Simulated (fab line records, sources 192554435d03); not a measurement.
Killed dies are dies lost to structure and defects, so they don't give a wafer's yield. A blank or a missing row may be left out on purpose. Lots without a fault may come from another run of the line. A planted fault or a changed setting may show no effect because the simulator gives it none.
fab line records | flow n5_finfet
record lots=24 wafers=72 last_day=20
route steps=1938 shown BEOL_M9@1448 BEOL_M10@1492
lots that met no fault: from a run of the same line without faults
start_h: hours from the record's first day to the start of the lot's first wafer shown | wait_h: hours since the lot's step before | " the same as in the row above | L1.1+2: a row that stands for several wafers | - no value, or no start given | * or withheld: withheld | < > ~ a bound
route shown NAME@n: a module of which the file shows steps, and the number in the route of the first | usual: mean/standard deviation of fault-free wafers | same: alike in all rows | chamber/n: place in a boat | sites: the reading at each site | _std_site: their standard deviation | _edge_site: outer sites' mean less inner sites' | radius_mm: how far each site lies from the wafer's centre | mask NAME#n: copy n | behind: the tool/chamber that last shaped the wafer | hold: why the lot was held/for how many hours/how that ended | device: the transistor (n, p or np) that didn't switch | end of line: the same wafers' tests at the end of the route | a step without rows: its recipe alone | killed: dies lost to structure and defects at the first sort, not the wafer's yield | map: a wafer's dies, x killed, . not, _ none there
set.NAME: the setting as run; set.NAME@STEP: as run at that earlier step | model.NAME: the simulator's own value behind a step, which no gauge read
steps of the route over a sample of lots; a table a step, a row a wafer
services: from which hour (start_h, from the record's first day; less than 0 if before it) a tool's chamber was out of use, for how many hours, and why
## steps
# step N5_BEOL_M9_STRIP_80
# recipe chemistry=N2/H2 time_s=10 power_w=450 temp_c=40 pressure_mtorr=20 rf_frequency_hz=6e+07 bias_power_w=7 n2_flow_sccm=200 h2_flow_sccm=200
# usual drypump_motor_current_A=5.6/0.46 oes_product_au=0.82/0.1 rf_vpp_V=59.3/0.93 showerhead_plenum_p_Torr=2.55/0.089 throttle_valve_pct=23.33/0.22
# columns lot.wafer tool chamber start_h wait_h drypump_motor_current_A oes_product_au rf_hours_counter_h rf_vpp_V showerhead_plenum_p_Torr throttle_valve_pct
L075.2 rie_diel-02 2 - - 5.6 0.73 204 60.0 2.62 23.54
L075.4 " 3 " " 6.0 0.71 - 60.3 2.39 23.20
L075.5 " 2 " " 5.6 0.74 - 59.9 2.62 23.54
L074.2 rie_diel-05 0 - - 5.6 0.96 11 59.8 2.49 23.37
L074.4 " 3 " " 5.0 0.69 - 59.4 2.58 23.26
L074.6 " 0 " " 5.6 0.96 - 59.5 2.49 23.36
L076.3 rie_diel-05 3 - - 4.9 0.68 242 58.0 2.58 23.26
L076.4 " 2 " " 5.6 1.01 1 60.7 2.70 23.31
L076.5 " 1 " " 5.4 0.83 - 61.0 2.67 23.06
L078.1 rie_diel-03 1 - - 6.3 0.91 16 58.8 2.48 23.10
L078.4 " 2 " " 5.6 1.01 1 59.7 2.60 23.24
L078.5 " 0 " " 5.1 0.71 - 59.8 2.60 23.46
L077.1 rie_diel-03 0 - - 5.1 0.70 222 59.2 2.60 23.45
L077.5 " 2 " " 5.6 0.97 - 58.5 2.60 23.25
L077.6 " 3 " " 5.2 0.80 - 57.9 2.57 23.60
L079.1 rie_diel-05 2 - - 5.6 0.96 15 59.7 2.69 23.33
L079.2 " 1 " " 5.4 0.82 86 59.0 2.67 23.10
L079.3 " 0 " " 5.6 0.93 27 61.6 2.49 23.40
L080.1 rie_diel-02 0 - - 5.0 0.95 5 57.6 2.60 22.92
L080.2 " 3 " " 6.0 0.70 226 60.0 2.38 23.23
L080.4 " 2 " " 5.6 0.71 223 59.3 2.61 23.56
L081.2 rie_diel-05 0 - - 5.6 0.92 29 59.6 2.48 23.40
L081.3 " 1 " " 5.4 0.82 88 59.3 2.67 23.10
L081.4 " 0 " " 5.6 0.92 - 58.0 2.48 23.40
L082.3 rie_diel-05 1 - - 5.4 0.82 89 58.9 2.67 23.09
L082.5 " 0 " " 5.6 0.90 - 57.8 2.48 23.40
L082.6 " 3 " " 5.0 1.00 - 58.9 2.57 23.06
L083.1 rie_diel-03 1 - - 6.4 0.88 34 57.8 2.47 23.11
L083.3 " 2 " " 5.6 0.94 19 59.2 2.59 23.25
L083.5 " 0 " " 5.1 0.69 - 59.1 2.60 23.46
L085.3 rie_diel-05 3 - - 4.9 0.95 10 59.4 2.57 23.06
L085.4 " 2 " " 5.6 0.92 27 58.5 2.69 23.33
L085.6 " 2 " " 5.6 0.92 - 59.8 2.69 23.33
L084.3 rie_diel-02 1 - - 6.4 0.73 173 58.7 2.41 23.62
L084.5 " 1 " " 6.4 0.74 - 58.7 2.41 23.59
L084.6 " 2 " " 5.6 0.71 - 59.4 2.61 23.58
L088.1 rie_diel-02 2 - - 5.6 0.69 238 59.7 2.61 23.59
L088.3 " 0 " " 5.0 0.91 21 59.1 2.59 22.95
L088.6 " 3 " " 6.0 0.69 - 58.7 2.38 23.25
L086.2 rie_diel-03 3 - - 5.2 0.78 104 59.7 2.56 23.64
L086.3 " 1 " " 6.4 0.86 44 59.4 2.46 23.13
L086.5 " 3 " " 5.2 0.78 - 57.7 2.56 23.62
L087.1 rie_diel-02 2 - - 5.6 0.70 239 58.9 2.61 23.59
L087.2 " 1 " " 6.4 0.72 176 59.2 2.41 23.59
L087.5 " 3 " " 6.0 0.68 - 59.3 2.37 23.27
L089.2 rie_diel-02 3 - - 6.0 0.69 243 60.1 2.37 23.25
L089.3 " 2 " " 5.6 0.70 239 59.5 2.61 23.59
L089.5 " 3 " " 6.0 0.69 - 59.6 2.37 23.26
L092.3 rie_diel-03 0 - - 5.1 0.69 249 59.3 2.59 23.47
L092.4 " 1 " " 6.4 0.86 48 59.3 2.46 23.15
L092.5 " 2 " " 5.6 0.92 - 59.6 2.59 23.27
L090.4 rie_diel-03 2 - - 5.6 0.91 26 60.1 2.59 23.28
L090.5 " 3 " " 5.2 0.78 - 58.7 2.56 23.65
L090.6 " 2 " " 5.6 0.91 - 58.9 2.59 23.27
L091.2 rie_diel-03 3 - - 5.2 0.77 112 59.5 2.56 23.65
L091.4 " 2 " " 5.6 0.91 - 59.7 2.59 23.28
L091.6 " 1 " " 6.3 0.84 - 59.6 2.46 23.13
L094.1 rie_diel-03 1 - - 6.4 0.85 53 59.4 2.46 23.14
L094.2 " 2 " " 5.7 0.89 31 59.4 2.59 23.28
L094.6 " 2 " " 5.6 0.91 - 59.4 2.59 23.27
L093.1 rie_diel-02 2 - - 5.6 0.69 249 61.2 2.60 23.60
L093.2 " 1 " " 6.4 0.71 186 57.3 2.41 23.60
L093.6 " 2 " " 5.6 0.69 - 58.8 2.60 23.60
L095.2 rie_diel-03 2 - - 5.6 0.90 33 59.8 2.59 23.28
L095.3 " 0 " " 5.1 1.00 1 58.8 2.59 22.98
L095.6 " 0 " " 5.1 1.00 - 60.9 2.59 22.99
L096.1 rie_diel-03 3 - - 5.2 0.76 116 59.9 2.56 23.66
L096.2 " 1 " " 6.4 0.85 56 59.0 2.46 23.16
L096.4 " 2 " " 5.6 0.90 34 58.9 2.59 23.28
L097.1 rie_diel-03 0 - - 5.1 0.95 10 58.8 2.59 23.00
L097.2 " 3 " " 5.2 0.75 125 61.2 2.55 23.66
L097.4 " 1 " " 6.4 0.83 64 58.1 2.46 23.16
# step N5_BEOL_M9_SPUTTER_48
# recipe material=Cu target_thk_a=120 temp_c=-20 bias_v=60 power_w=26000 chamber_pressure_pa=0.13 time_s=2
# usual cathode_dc_power_W=25999/4.9 throttle_valve_pct=29.8/0.77
# columns lot.wafer tool chamber start_h wait_h cathode_dc_power_W throttle_valve_pct
L075.2 pvd_sputter-03 - 238.26 0.5 26005 29.1
L075.4 " - " " 25999 29.7
L075.5 " - " " 25998 29.6
L074.2 pvd_sputter-01 - 238.63 0.3 26001 30.1
L074.4 " - " " 26002 31.0
L074.6 " - " " 25995 31.2
L076.3 pvd_sputter-03 - 244.98 0.1 26004 30.6
L076.4 " - " " 25996 29.1
L076.5 " - " " 26005 29.7
L078.1 pvd_sputter-03 - 261.82 0.1 26005 29.2
L078.4 " - " " 25995 30.7
L078.5 " - " " 25999 29.9
L077.1 pvd_sputter-03 - 270.00 0.1 25994 30.0
L077.5 " - " " 25996 29.8
L077.6 " - " " 26006 30.5
L079.1 pvd_sputter-02 - 283.38 0.1 26004 29.7
L079.2 " - " " 26004 30.3
L079.3 " - " " 26002 29.2
L080.1 pvd_sputter-01 - 288.52 0.1 25997 28.5
L080.2 " - " " 26006 30.0
L080.4 " - " " 25999 30.9
L081.2 pvd_sputter-02 - 288.66 0.1 25993 30.2
L081.3 " - " " 26006 29.9
L081.4 " - " " 26003 29.8
L082.3 pvd_sputter-01 - 295.30 0.1 26006 31.2
L082.5 " - " " 25995 30.2
L082.6 " - " " 26005 30.1
L083.1 pvd_sputter-03 - 319.31 0.1 25991 30.7
L083.3 " - " " 26004 29.5
L083.5 " - " " 25995 29.3
L085.3 pvd_sputter-03 - 339.86 0.2 25996 29.5
L085.4 " - " " 25993 29.0
L085.6 " - " " 25999 28.8
L084.3 pvd_sputter-03 - 340.08 0.1 25997 29.3
L084.5 " - " " 25991 29.3
L084.6 " - " " 26001 29.1
L088.1 pvd_sputter-02 - 346.14 0.1 25998 30.3
L088.3 " - " " 26001 29.7
L088.6 " - " " 26000 29.7
L086.2 pvd_sputter-03 - 349.88 0.1 26007 29.0
L086.3 " - " " 26003 30.6
L086.5 " - " " 25993 29.8
L087.1 pvd_sputter-01 - 350.59 0.2 25996 30.1
L087.2 " - " " 26005 30.1
L087.5 " - " " 26007 28.0
L089.2 pvd_sputter-03 - 352.32 0.4 25996 29.0
L089.3 " - " " 26013 29.5
L089.5 " - " " 25994 30.7
L092.3 pvd_sputter-01 - 358.48 0.1 26000 30.1
L092.4 " - " " 26001 28.3
L092.5 " - " " 26008 31.4
L090.4 pvd_sputter-01 - 359.70 0.2 26004 31.0
L090.5 " - " " 26006 30.0
L090.6 " - " " 26001 29.9
L091.2 pvd_sputter-02 - 369.06 0.1 26010 29.2
L091.4 " - " " 25995 30.3
L091.6 " - " " 25999 28.9
L094.1 pvd_sputter-01 - 372.57 0.2 25995 29.9
L094.2 " - " " 25997 31.2
L094.6 " - " " 25996 30.2
L093.1 pvd_sputter-01 - 375.59 0.1 26000 30.0
L093.2 " - " " 26004 27.9
L093.6 " - " " 25998 28.4
L095.2 pvd_sputter-02 - 381.88 0.1 25994 28.9
L095.3 " - " " 26004 29.6
L095.6 " - " " 25990 28.9
L096.1 pvd_sputter-02 - 382.06 0.1 26004 29.9
L096.2 " - " " 26002 30.2
L096.4 " - " " 26006 29.8
L097.1 pvd_sputter-01 - 410.63 0.1 25992 30.0
L097.2 " - " " 25994 28.0
L097.4 " - " " 26000 30.1
# step N5_BEOL_M9_RS_MEAS_57
# recipe thk_meas_gauge=four-point-probe reads=Cu_of_BEOL_M9_ECD_50+Co_of_BEOL_M9_CVD_78+TaN_of_BEOL_M9_ALD_74
# usual M9_RS=0.151/0.0043
# columns lot.wafer tool chamber start_h wait_h M9_RS[ohm/sq]
L075.2 film_metro-01 - 239.67 0.1 0.158
L075.4 " - " " 0.158
L075.5 " - " " 0.158
L074.2 film_metro-02 - 240.28 0.1 0.148
L074.4 " - " " 0.154
L074.6 " - " " 0.149
L076.3 film_metro-01 - 245.93 0.1 0.151
L076.4 " - " " 0.146
L076.5 " - " " 0.147
L078.1 film_metro-02 - 262.94 0.1 0.148
L078.4 " - " " 0.149
L078.5 " - " " 0.151
L077.1 film_metro-02 - 270.96 0.1 0.147
L077.5 " - " " 0.150
L077.6 " - " " 0.146
L079.1 film_metro-01 - 284.35 0.1 0.146
L079.2 " - " " 0.145
L079.3 " - " " 0.149
L080.1 film_metro-01 - 289.47 0.1 0.147
L080.2 " - " " 0.158
L080.4 " - " " 0.161
L081.2 film_metro-02 - 289.73 0.1 0.149
L081.3 " - " " 0.147
L081.4 " - " " 0.149
L082.3 film_metro-01 - 296.25 0.1 0.146
L082.5 " - " " 0.149
L082.6 " - " " 0.151
L083.1 film_metro-01 - 320.79 0.1 0.147
L083.3 " - " " 0.154
L083.5 " - " " 0.150
L085.3 film_metro-01 - 340.96 0.1 0.152
L085.4 " - " " 0.147
L085.6 " - " " 0.145
L084.3 film_metro-02 - 341.21 0.1 0.154
L084.5 " - " " 0.154
L084.6 " - " " 0.158
L088.1 film_metro-01 - 347.13 0.1 0.156
L088.3 " - " " 0.144
L088.6 " - " " 0.155
L086.2 film_metro-01 - 350.83 0.1 0.149
L086.3 " - " " 0.147
L086.5 " - " " 0.147
L087.1 film_metro-01 - 351.54 0.1 0.161
L087.2 " - " " 0.156
L087.5 " - " " 0.163
L089.2 film_metro-02 - 353.28 0.1 0.159
L089.3 " - " " 0.158
L089.5 " - " " 0.158
L092.3 film_metro-02 - 359.77 0.1 0.149
L092.4 " - " " 0.150
L092.5 " - " " 0.152
L090.4 film_metro-02 - 360.66 0.0 0.151
L090.5 " - " " 0.152
L090.6 " - " " 0.147
L091.2 film_metro-01 - 370.77 0.1 0.147
L091.4 " - " " 0.151
L091.6 " - " " 0.147
L094.1 film_metro-01 - 373.83 0.1 0.150
L094.2 " - " " 0.155
L094.6 " - " " 0.154
L093.1 film_metro-02 - 377.10 0.1 0.159
L093.2 " - " " 0.158
L093.6 " - " " 0.161
L095.2 film_metro-01 - 382.94 0.1 0.150
L095.3 " - " " 0.147
L095.6 " - " " 0.147
L096.1 film_metro-02 - 383.21 0.1 0.153
L096.2 " - " " 0.151
L096.4 " - " " 0.151
L097.1 film_metro-01 - 411.71 0.1 0.147
L097.2 " - " " 0.152
L097.4 " - " " 0.151
# step N5_BEOL_M10_STRIP_19
# recipe chemistry=O2 power_w=400 temp_c=40 pressure_mtorr=30 rf_frequency_hz=6e+07 bias_power_w=0 overash_fraction=0.2 o2_flow_sccm=225
# usual drypump_motor_current_A=5.6/0.41 oes_product_au=0.83/0.077 rf_vpp_V=3.7/0.6 showerhead_plenum_p_Torr=2.15/0.051 throttle_valve_pct=16.5/0.31
# columns lot.wafer tool chamber start_h wait_h drypump_motor_current_A oes_product_au rf_hours_counter_h rf_vpp_V showerhead_plenum_p_Torr throttle_valve_pct
L075.2 rie_diel-01 1 242.29 0.1 5.3 0.70 230 3.4 2.15 16.8
L075.4 " 0 " " 5.9 0.87 44 3.6 2.23 16.2
L075.5 " 3 " " 5.3 0.87 - 3.5 2.13 16.4
L074.2 rie_diel-01 1 242.38 0.1 5.3 0.71 230 4.8 2.15 16.8
L074.4 " 0 " " 5.9 0.86 44 3.1 2.23 16.2
L074.6 " 0 " " 5.9 0.86 - 4.4 2.23 16.2
L076.3 rie_diel-04 0 247.59 0.1 6.1 0.91 49 4.2 2.15 16.3
L076.4 " 3 " " 5.5 0.87 33 3.9 2.16 16.3
L076.5 " 1 " " 6.2 0.71 - 3.5 2.18 17.2
L078.1 rie_diel-01 0 264.99 0.1 5.9 0.86 51 3.7 2.23 16.2
L078.4 " 2 " " 5.9 0.78 94 3.2 2.20 16.4
L078.5 " 0 " " 5.9 0.85 - 2.8 2.23 16.2
L077.1 rie_diel-06 0 273.69 0.1 5.2 0.90 37 4.7 2.14 16.1
L077.5 " 3 " " 4.9 0.67 - 4.4 1.97 16.7
L077.6 " 0 " " 5.2 0.90 - 3.9 2.14 16.1
L079.1 rie_diel-04 0 288.66 0.1 6.1 0.88 60 2.6 2.15 16.3
L079.2 " 3 " " 5.5 0.84 45 3.1 2.15 16.4
L079.3 " 1 " " 6.2 0.69 232 4.2 2.17 17.2
L080.1 rie_diel-06 1 292.52 0.3 5.6 0.77 120 3.2 2.11 16.8
L080.2 " 3 " " 5.0 0.67 247 3.4 1.97 16.7
L080.4 " 2 " " 5.6 0.88 30 3.0 2.14 16.2
L081.2 rie_diel-04 1 292.96 0.1 6.2 0.69 234 4.7 2.17 17.2
L081.3 " 2 " " 5.9 0.71 238 3.0 2.08 16.9
L081.4 " 0 " " 6.1 0.87 62 4.4 2.15 16.3
L082.3 rie_diel-04 2 300.51 0.1 6.0 0.69 240 3.7 2.08 16.9
L082.5 " 2 " " 6.0 0.69 - 3.0 2.08 16.9
L082.6 " 1 " " 6.2 0.70 - 3.7 2.17 17.2
L083.1 rie_diel-06 2 323.38 0.1 5.6 0.88 41 4.8 2.14 16.2
L083.3 " 0 " " 5.2 0.87 55 3.0 2.14 16.1
L083.5 " 0 " " 5.2 0.88 - 3.3 2.14 16.2
L085.3 rie_diel-04 1 343.97 0.1 6.2 0.69 247 2.6 2.17 17.2
L085.4 " 1 " " 6.3 0.68 - 2.9 2.17 17.2
L085.6 " 0 " " 6.1 0.86 - 3.5 2.14 16.3
L084.3 rie_diel-06 1 344.03 0.1 5.5 0.76 138 4.1 2.10 16.9
L084.5 " 2 " " 5.6 0.86 - 3.2 2.13 16.3
L084.6 " 3 " " 4.9 0.93 - 3.5 2.23 16.3
L088.1 rie_diel-01 2 348.87 0.1 5.9 0.76 124 3.3 2.19 16.5
L088.3 " 3 " " 5.2 0.82 89 4.6 2.11 16.4
L088.6 " 2 " " 5.9 0.76 - 4.3 2.19 16.5
L087.1 rie_diel-04 1 354.22 0.1 6.3 0.69 252 2.8 2.16 17.2
L087.2 " 3 " " 5.5 0.82 69 3.7 2.15 16.4
L087.5 " 1 " " 6.2 0.68 - 2.7 2.16 17.2
L086.2 rie_diel-06 2 354.27 0.1 5.6 0.85 52 3.9 2.13 16.3
L086.3 " 0 " " 5.2 0.86 65 3.9 2.13 16.2
L086.5 " 2 " " 5.6 0.86 - 3.1 2.13 16.3
L089.2 rie_diel-06 0 358.36 0.1 5.2 0.85 67 4.1 2.13 16.2
L089.3 " 3 " " 4.9 0.91 13 3.2 2.22 16.3
L089.5 " 2 " " 5.6 0.86 - 3.9 2.13 16.2
L092.3 rie_diel-06 2 362.34 0.1 5.6 0.86 55 3.8 2.13 16.3
L092.4 " 2 " " 5.6 0.85 - 3.3 2.13 16.3
L092.5 " 0 " " 5.2 0.85 - 4.5 2.13 16.2
L090.4 rie_diel-06 2 363.73 0.1 5.6 0.85 - 4.4 2.13 16.2
L090.5 " 3 " " 4.9 0.91 - 3.7 2.22 16.3
L090.6 " 0 " " 5.2 0.85 - 3.5 2.13 16.2
L091.2 rie_diel-06 1 373.03 0.1 5.6 0.76 144 3.9 2.10 16.9
L091.4 " 0 " " 5.2 0.86 72 2.9 2.13 16.2
L091.6 " 2 " " 5.6 0.85 - 5.0 2.13 16.3
L094.1 rie_diel-06 3 376.03 0.1 4.9 0.90 20 4.6 2.22 16.3
L094.2 " 0 " " 5.2 0.85 73 3.7 2.13 16.2
L094.6 " 1 " " 5.5 0.76 - 2.6 2.10 16.9
L093.1 rie_diel-06 3 379.67 0.1 5.0 0.89 21 3.2 2.22 16.3
L093.2 " 0 " " 5.2 0.84 74 3.6 2.13 16.2
L093.6 " 0 " " 5.2 0.84 - 3.5 2.13 16.2
L095.2 rie_diel-06 0 385.72 0.1 5.2 0.85 76 3.1 2.13 16.2
L095.3 " 3 " " 4.9 0.90 24 3.7 2.22 16.3
L095.6 " 0 " " 5.2 0.84 - 4.2 2.13 16.2
L096.1 rie_diel-04 2 386.22 0.1 5.9 0.92 12 3.3 2.07 16.5
L096.2 " 3 " " 5.5 0.80 83 3.8 2.14 16.4
L096.4 " 1 " " 6.2 0.97 3 4.8 2.16 16.8
L097.1 rie_diel-04 3 414.53 0.1 5.5 0.80 90 3.3 2.14 16.5
L097.2 " 0 " " 6.1 0.84 105 4.6 2.13 16.3
L097.4 " 1 " " 6.2 0.93 12 3.9 2.16 16.8
# step N5_BEOL_M10_INSPECT_30
# recipe mode=adi inspect_instrument=brightfield
# usual raw_defect_count=415/89
# columns lot.wafer tool chamber start_h wait_h raw_defect_count
L075.2 defect_inspect-02 - 242.77 0.0 377
L075.4 " - " " 308
L075.5 " - " " 472
L074.2 defect_inspect-01 - 242.96 0.0 411
L074.4 " - " " 332
L074.6 " - " " 256
L076.3 defect_inspect-02 - 248.13 0.0 506
L076.4 " - " " 321
L076.5 " - " " 516
L078.1 defect_inspect-02 - 268.23 0.0 454
L078.4 " - " " 310
L078.5 " - " " 259
L077.1 defect_inspect-01 - 275.46 0.0 458
L077.5 " - " " 499
L077.6 " - " " 463
L079.1 defect_inspect-01 - 290.57 0.0 451
L079.2 " - " " 368
L079.3 " - " " 454
L081.2 defect_inspect-01 - 293.44 0.0 350
L081.3 " - " " 384
L081.4 " - " " 355
L080.1 defect_inspect-01 - 293.61 0.0 429
L080.2 " - " " 596
L080.4 " - " " 376
L082.3 defect_inspect-01 - 302.84 0.0 752
L082.5 " - " " 498
L082.6 " - " " 516
L083.1 defect_inspect-01 - 325.52 0.0 388
L083.3 " - " " 377
L083.5 " - " " 275
L085.3 defect_inspect-02 - 344.41 0.0 393
L085.4 " - " " 398
L085.6 " - " " 368
L084.3 defect_inspect-01 - 344.69 0.0 300
L084.5 " - " " 456
L084.6 " - " " 335
L088.1 defect_inspect-02 - 349.42 0.0 450
L088.3 " - " " 379
L088.6 " - " " 394
L086.2 defect_inspect-01 - 357.03 0.0 350
L086.3 " - " " 364
L086.5 " - " " 435
L087.1 defect_inspect-02 - 357.07 0.0 352
L087.2 " - " " 508
L087.5 " - " " 513
L089.2 defect_inspect-02 - 359.26 0.0 326
L089.3 " - " " 362
L089.5 " - " " 266
L092.3 defect_inspect-01 - 363.20 0.0 456
L092.4 " - " " 384
L092.5 " - " " 342
L090.4 defect_inspect-01 - 367.17 0.0 450
L090.5 " - " " 505
L090.6 " - " " 522
L091.2 defect_inspect-01 - 373.72 0.0 325
L091.4 " - " " 440
L091.6 " - " " 428
L094.1 defect_inspect-02 - 377.56 0.0 378
L094.2 " - " " 570
L094.6 " - " " 398
L093.1 defect_inspect-02 - 381.70 0.0 398
L093.2 " - " " 554
L093.6 " - " " 406
L096.1 defect_inspect-01 - 387.88 0.0 446
L096.2 " - " " 550
L096.4 " - " " 410
L095.2 defect_inspect-02 - 388.05 0.0 463
L095.3 " - " " 426
L095.6 " - " " 411
L097.1 defect_inspect-01 - 415.81 0.0 416
L097.2 " - " " 468
L097.4 " - " " 516
# step N5_BEOL_M10_SPUTTER_48
# recipe material=Cu target_thk_a=120 temp_c=-20 bias_v=60 power_w=26000 chamber_pressure_pa=0.13 time_s=2
# usual cathode_dc_power_W=25999/4.7 throttle_valve_pct=29.7/0.72
# columns lot.wafer tool chamber start_h wait_h cathode_dc_power_W throttle_valve_pct
L075.2 pvd_sputter-01 - 245.05 0.1 26000 31.3
L075.4 " - " " 25995 30.2
L075.5 " - " " 25993 29.9
L074.2 pvd_sputter-01 - 245.29 0.1 25997 30.4
L074.4 " - " " 25994 31.4
L074.6 " - " " 26000 30.1
L076.3 pvd_sputter-02 - 251.28 1.3 26005 29.8
L076.4 " - " " 26002 29.6
L076.5 " - " " 25998 29.5
L078.1 pvd_sputter-03 - 270.25 0.1 25997 29.2
L078.4 " - " " 26003 29.7
L078.5 " - " " 25996 29.2
L077.1 pvd_sputter-01 - 277.17 0.1 25996 28.2
L077.5 " - " " 26003 31.2
L077.6 " - " " 26003 30.4
L079.1 pvd_sputter-02 - 293.14 0.8 25988 29.3
L079.2 " - " " 26001 30.0
L079.3 " - " " 25995 28.9
L081.2 pvd_sputter-03 - 295.31 0.1 26002 29.3
L081.3 " - " " 25993 29.1
L081.4 " - " " 26008 29.7
L080.1 pvd_sputter-02 - 297.20 0.2 26000 28.9
L080.2 " - " " 26000 29.9
L080.4 " - " " 26001 29.6
L082.3 pvd_sputter-02 - 305.42 0.2 25995 30.0
L082.5 " - " " 26001 29.1
L082.6 " - " " 26006 29.9
L083.1 pvd_sputter-02 - 327.58 0.1 25994 29.7
L083.3 " - " " 25998 29.5
L083.5 " - " " 25996 29.8
L085.3 pvd_sputter-02 - 346.38 0.1 26003 30.1
L085.4 " - " " 25993 29.1
L085.6 " - " " 25998 29.6
L084.3 pvd_sputter-03 - 346.71 0.1 26009 29.3
L084.5 " - " " 25998 29.2
L084.6 " - " " 25998 29.1
L088.1 pvd_sputter-03 - 351.52 0.1 25997 29.7
L088.3 " - " " 26006 28.9
L088.6 " - " " 25993 29.9
L086.2 pvd_sputter-01 - 359.28 0.1 26007 28.3
L086.3 " - " " 25997 30.0
L086.5 " - " " 26003 28.1
L087.1 pvd_sputter-01 - 359.62 0.2 25993 31.0
L087.2 " - " " 26002 30.0
L087.5 " - " " 25999 29.9
L089.2 pvd_sputter-03 - 362.07 0.1 25994 29.5
L089.3 " - " " 25997 29.8
L089.5 " - " " 25997 30.8
L092.3 pvd_sputter-01 - 367.21 0.5 25996 28.3
L092.4 " - " " 26006 30.0
L092.5 " - " " 26002 30.1
L090.4 pvd_sputter-02 - 369.44 0.1 26005 29.7
L090.5 " - " " 25994 29.7
L090.6 " - " " 25997 28.8
L091.2 pvd_sputter-01 - 376.03 0.2 26014 28.3
L091.4 " - " " 26002 31.5
L091.6 " - " " 26006 29.9
L094.1 pvd_sputter-02 - 381.58 1.8 26001 29.0
L094.2 " - " " 25996 29.8
L094.6 " - " " 26002 29.1
L093.1 pvd_sputter-03 - 383.86 0.3 26008 29.3
L093.2 " - " " 26004 29.7
L093.6 " - " " 25996 29.3
L096.1 pvd_sputter-03 - 390.02 0.1 25992 30.5
L096.2 " - " " 25996 30.0
L096.4 " - " " 25992 29.3
L095.2 pvd_sputter-02 - 390.30 0.1 25993 29.7
L095.3 " - " " 26004 29.1
L095.6 " - " " 25994 30.0
L097.1 pvd_sputter-02 - 418.32 0.1 26000 30.1
L097.2 " - " " 25997 30.0
L097.4 " - " " 25998 29.5
## services
# columns tool chamber start_h hours kind
rie_diel-03 2 225.93 - clean
rie_diel-03 2 225.93 - consumable_replace:focus_ring
rie_diel-02 1 229.90 7.5 repair
rie_diel-01 - 252.18 2.8 pm
rie_diel-05 1 270.40 3.0 repair
rie_diel-02 0 274.42 7.1 repair
rie_diel-06 3 304.55 - clean
rie_diel-06 3 304.55 - consumable_replace:focus_ring
rie_diel-06 3 304.55 - consumable_replace:showerhead
rie_diel-05 1 330.57 3.3 repair
rie_diel-03 2 333.39 19.1 repair
rie_diel-05 - 333.75 0.4 repair
rie_diel-04 1 338.83 3.5 repair
pvd_sputter-01 - 344.74 1.6 repair
rie_diel-02 0 350.54 31.6 repair
pvd_sputter-02 - 351.20 11.7 repair
rie_diel-06 1 354.22 10.2 repair
rie_diel-01 0 354.91 5.7 repair
pvd_sputter-03 - 378.22 3.7 repair
rie_diel-05 - 385.81 4.3 pm
rie_diel-03 - 388.37 4.3 pm
rie_diel-05 3 390.15 6.0 repair
rie_diel-05 0 416.65 2.6 repair
rie_diel-03 3 418.14 1.4 repair
## key
fault none
